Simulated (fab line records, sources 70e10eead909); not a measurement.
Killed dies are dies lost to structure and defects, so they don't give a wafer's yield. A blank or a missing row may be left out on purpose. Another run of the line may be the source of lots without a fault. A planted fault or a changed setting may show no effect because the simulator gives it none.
A struck lot beside a sound one + flow nand harc + 15 out of 1159 route steps
Sound: wafers L535.2, L535.5, L535.6. Struck: wafers L554.3, L554.4, L554.5. Last of all comes the cause.
For every step that has rows: the tool of each side, followed by ch and its chambers, followed by its first start. Under that, the readings that differ: sound wafers + struck wafers + difference of the means + sigmas: that difference in standard deviations of wafers without a fault.
alike: same words and numbers on both sides, and readings whose means sit less than 2 such deviations apart. not compared: any withheld reading, any reading some wafer has no value for, any bound like >300 that may hide the same value, and any number with overlapping values for which the record gives no deviation.
Wherever a step has rows on one side only, a row that says differs or no value, or a row with sigmas, the two part there. Numbers that don't overlap but have no deviation are shown without sigmas and don't part them. Lack of a reading on every wafer of one side parts them only where that side has two or more wafers.

first, 7 steps without rows for these wafers: NHARC_P_ZERO_WELL_COAT_64 (time 65 s); NHARC_P_ZERO_WELL_COAT_05 (resist thk 600 nm); NHARC_P_ZERO_WELL_SOFTBAKE_06 (time 70 s); NHARC_P_ZERO_WELL_EBR_07; NHARC_P_ZERO_WELL_EXPOSE_08 (exposes mask P ZERO, target cd 500 nm); NHARC_P_ZERO_WELL_PEB_09 (peb time 80 s); NHARC_P_ZERO_WELL_DEVELOP_10 (time 50 s).
NHARC_P_ZERO_WELL_CD_MEAS_11: target cd 500 nm.
  sound on cd sem-02 ch 0, day 2 01:19; struck on cd sem-02 ch 0, day 6 19:15
  alike: cd nm
then, 1 step without rows for these wafers: NHARC_P_ZERO_WELL_HARDBAKE_12 (time 65 s).
NHARC_P_ZERO_WELL_DESCUM_13: chemistry O2, time 3 s.
  sound on rie diel-01 ch 0,3, day 2 01:28; struck on rie diel-02 ch 1,2, day 6 19:25
  alike: chamber pressure mTorr, drypump motor current A, oes product au, rf vpp V, showerhead plenum p Torr, throttle valve pct
  not compared: rf hours counter h
NHARC_P_ZERO_WELL_ETCH_65: etches the open film in N2/H2, target depth 80 nm, overetch 24 nm, time 87.88 s.
  sound on rie diel-01 ch 0,3, day 2 01:33; struck on rie diel-02 ch 0,2, day 6 19:29
  alike: bias w, chamber pressure mTorr, drypump motor current A, oes product au, rf vpp V, showerhead plenum p Torr, throttle valve pct
  not compared: rf hours counter h
NHARC_P_ZERO_WELL_ETCH_62: etches the open film in CHF3/Ar, target depth 13 nm, time 6.5 s.
  sound: rie diel-01 ch 1,2; struck: rie diel-02 ch 1,2
| reading      | sound             | struck            | difference | sigmas |
|--------------|-------------------|-------------------|------------|--------|
| rf vpp V (V) | 371.0 366.8 372.4 | 373.5 376.5 374.7 | +4.8       | +2     |
  alike: bias w, chamber pressure mTorr, drypump motor current A, oes product au, showerhead plenum p Torr, throttle valve pct
  not compared: rf hours counter h
NHARC_P_ZERO_WELL_ETCH_63: etches the open film in HBr/Cl2, target depth 120 nm, time 40.1 s.
  sound on rie si-02 ch 0,2,3, day 2 01:46; struck on rie si-02 ch 0,2,3, day 6 19:41
  no value came back on the struck wafers for any of 5 readings (bias w (W), chamber pressure mTorr (mTorr) and others); on the sound wafers bias w (W) reads 99.77 99.63 99.91
  not compared: rf hours counter h
then, 1 step without rows for these wafers: NHARC_P_ZERO_WELL_STRIP_15 (strips in SPM, time 900 s).
-- record jumps: 21 days between struck wafers' starts before vs after; left off in module P_ZERO_WELL, resumes in module END, first step shown is number 1159 of the route --
NHARC_END_SORT_01:
  only the struck wafers appear in the record here, on prober-02 ch 0 at day 27 22:32; the sound ones have no rows

== WHERE THEY PART ==
Last at NHARC_END_SORT_01 as far as this record goes, first at NHARC_P_ZERO_WELL_ETCH_62.

WHY: whatever the simulator had introduced
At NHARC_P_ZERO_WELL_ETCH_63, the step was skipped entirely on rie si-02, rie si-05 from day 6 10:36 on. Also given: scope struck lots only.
